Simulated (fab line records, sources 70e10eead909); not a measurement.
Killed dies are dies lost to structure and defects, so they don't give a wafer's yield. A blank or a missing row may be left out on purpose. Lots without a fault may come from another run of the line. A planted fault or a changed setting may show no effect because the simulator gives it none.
Chamber matching | flow nand_harc | NHARC_A_CONTACT_CMP_20 on cmp-04: 4 sister chambers
The step polishes, t overpolish 30 s, target thk 300 nm. 4 wafers are shown with their chamber, then 6 later ones without.

WAFERS WITH THEIR CHAMBER
wafer  | chamber | motor_current_A (A)
L087.2 | 0       | 12.1
L087.3 | 3       | 12.0
L086.3 | 2       | 10.9
L092.1 | 1       | 13.4

WAFERS WITHOUT THEIR CHAMBER
wafer  | motor_current_A (A)
L092.2 | 13.0
L092.4 | 13.2
L096.2 | 12.3
L096.3 | 11.1
L095.1 | 11.6
L095.2 | 12.4

WHICH CHAMBER EACH WENT THROUGH
wafer  | from the rows above          | in truth
L092.2 | can't be placed: 1 or 0      | 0
L092.4 | 1                            | 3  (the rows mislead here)
L096.2 | can't be placed: 0 or 3      | 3
L096.3 | 2                            | 2
L095.1 | can't be placed: 3 or 0 or 2 | 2
L095.2 | can't be placed: 0 or 3      | 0
Placed correctly: 1 of 6. Can't be placed from these rows: 4 (the true chamber is among the candidates in 4). Placed wrongly: 1.
How it was worked out, from the rows above alone: a wafer's distance from a chamber is the root of the sum, over the readings, of the square of ((its reading less the chamber's mean) divided by the reading's scatter). The wafer belongs to the nearest chamber; if the next one is less than 2 further off, it can't be placed. A chamber's mean is the mean of its shown wafers. The scatter: with one shown wafer a chamber, the root of the mean of the squares of how far each hidden wafer lies from its nearest shown one.
